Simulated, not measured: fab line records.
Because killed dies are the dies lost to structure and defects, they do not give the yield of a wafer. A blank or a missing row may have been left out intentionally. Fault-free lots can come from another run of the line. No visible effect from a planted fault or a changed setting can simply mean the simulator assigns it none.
Split-lot experiment | flow n5 finfet | route with 1938 steps; 7 lots, 21 wafers read

## ON THE SPLIT
At N5_BEOL_M0_SAQP_COAT_69 (time 60 s, resist thk 90 nm), the setting spin rpm was moved away from the recipe's 1500 rpm on 7 of the 21 wafers read, by -9.3% to +8.6%. For the rest of the wafers, this setting stayed at what the recipe calls for.

## FROM THE SPLIT TO THE READING: what the file shows between them, 9 steps
- N5_BEOL_M0_SAQP_COAT_72: time 60 s, resist thk 15 nm
- N5_BEOL_M0_SAQP_COAT_87: time 60 s, resist thk 5 nm
- N5_BEOL_M0_SAQP_STRIP_89: strips in N2/H2
- N5_BEOL_M0_SAQP_ALD_48: deposits SiO2, target thk 20 nm, pulse time 1 s, co reactant pulse time 1 s
- N5_BEOL_M0_SAQP_ETCH_49: etches SiO2 in CF4/O2, target depth 37 nm
- N5_BEOL_M0_SAQP_STRIP_75: strips in CF4
- N5_BEOL_M0_CUTY_COAT_50: time 60 s, resist thk 15 nm
- N5_BEOL_M0_CUTY_DESCUM_61: chemistry O2, time 7.9 s
- N5_BEOL_M0_CUTY_ETCH_62: etches SiARC in CF4, time 58.5 s

## THE READING
etch.depth nm (the simulator's own value, which no gauge read), in nm, at N5_BEOL_M0_CUTY_ETCH_63 (etches SOC in N2/H2, target depth 82.7 nm, overetch 16.5 nm, time 124 s). There is no usual value for it anywhere in the file. Across the 14 wafers here that went through the recipe, the average is 70.73 nm and the standard deviation 0.42 nm.

wafer  | tool, chamber at the split | spin rpm as run, rpm | against the recipe | etch.depth nm, nm | against lot-mates on the recipe
L075.2 | litho track-02, 0          | 1360                 | -9.3%              | 74.39             | +4.24
L075.3 | litho track-02, 0          | 1360                 | -9.3%              | 74.82             | +4.67
L075.5 | litho track-02, 0          | 1500                 | recipe             | 70.15             | -
L084.3 | litho track-01, 0          | 1500                 | recipe             | 71.2              | -
L084.5 | litho track-01, 0          | 1500                 | recipe             | 71.13             | -
L084.6 | litho track-01, 0          | 1544                 | +2.9%              | 69.2              | -1.96
L085.1 | litho track-01, 0          | 1500                 | recipe             | 70.51             | -
L085.4 | litho track-01, 0          | 1500                 | recipe             | 71.12             | -
L085.6 | litho track-01, 0          | 1500                 | recipe             | 70.41             | -
L090.3 | litho track-01, 0          | 1500                 | recipe             | 70.39             | -
L090.4 | litho track-01, 0          | 1500                 | recipe             | 70.35             | -
L090.5 | litho track-01, 0          | 1500                 | recipe             | 70.16             | -
L092.1 | litho track-02, 0          | 1500                 | recipe             | 70.99             | -
L092.3 | litho track-02, 0          | 1500                 | recipe             | 71.18             | -
L092.4 | litho track-02, 0          | 1385                 | -7.7%              | 75.03             | +3.94
L093.3 | litho track-04, 0          | 1500                 | recipe             | 71.34             | -
L093.4 | litho track-04, 0          | 1500                 | recipe             | 70.34             | -
L093.5 | litho track-04, 0          | 1629                 | +8.6%              | 66.78             | -4.06
L096.2 | litho track-02, 0          | 1500                 | recipe             | 70.94             | -
L096.3 | litho track-02, 0          | 1626                 | +8.4%              | 67.07             | -3.87
L096.5 | litho track-02, 0          | 1626                 | +8.4%              | 66.86             | -4.08

FIT RESULTS
A straight line over all 21 wafers: etch.depth nm changes by -0.453 nm for each +1% of spin rpm; r = -0.98; the points scatter about the line by 0.43 nm.
The same after taking each lot's own level away (the mean of its wafers on the recipe; 21 wafers): -0.484 nm for each +1%; r = -0.99; scatter 0.27 nm.
According to that fit, moving spin rpm by its largest amount changes the reading by 4.5 nm.
The span of the lots' own levels, 70.150 to 71.165 nm, comes to 2.4 times the standard deviation stated above.
Hence the lot-to-lot level has little effect on the slope; both slopes agree.
Check: for one of the wafers moved furthest among these (-9.3%), held out of the fit, the line's prediction against its lot-mates is +4.59 nm. It came out at +4.24 nm against them.

## THE OTHER SPLITS THESE WAFERS WENT THROUGH
Other splits were also applied to these wafers ahead of the reading. Each is held against what the fit with the lots' levels taken away leaves over:
other split on the same wafers              | wafers away from the commonest value | r with etch.depth nm (lot level and that fit taken away)
N5_BEOL_M0_SAQP_SPACER2_ALD_26 target thk a | 4                                    | -0.27

## THE WHOLE CHAIN: every reading that the file lists as answering this split, in the file's order
step                    | what it does                                                            | reading                                                                             | change (the file's fit)               | r (the file's)
N5_BEOL_M0_SAQP_COAT_69 | time 60 s, resist thk 90 nm                                             | SOC_of_BEOL_M0_SAQP_COAT_69.thk nm (the simulator's own value, which no gauge read) | -0.45 nm for each +1% of the setting  | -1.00
N5_BEOL_M0_SAQP_ETCH_49 | etches SiO2 in CF4/O2, target depth 37 nm                               | SOC_of_BEOL_M0_SAQP_COAT_69.thk nm (the simulator's own value, which no gauge read) | -0.49 nm for each +1% of the setting  | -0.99
N5_BEOL_M0_CUTY_ETCH_63 | etches SOC in N2/H2, target depth 82.7 nm, overetch 16.5 nm, time 124 s | etch.depth nm (the simulator's own value, which no gauge read)                      | -0.488 nm for each +1% of the setting | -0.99

## FILE'S OWN FIT
etch.depth nm changes by -0.488 nm for each +1% of spin rpm, r = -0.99.
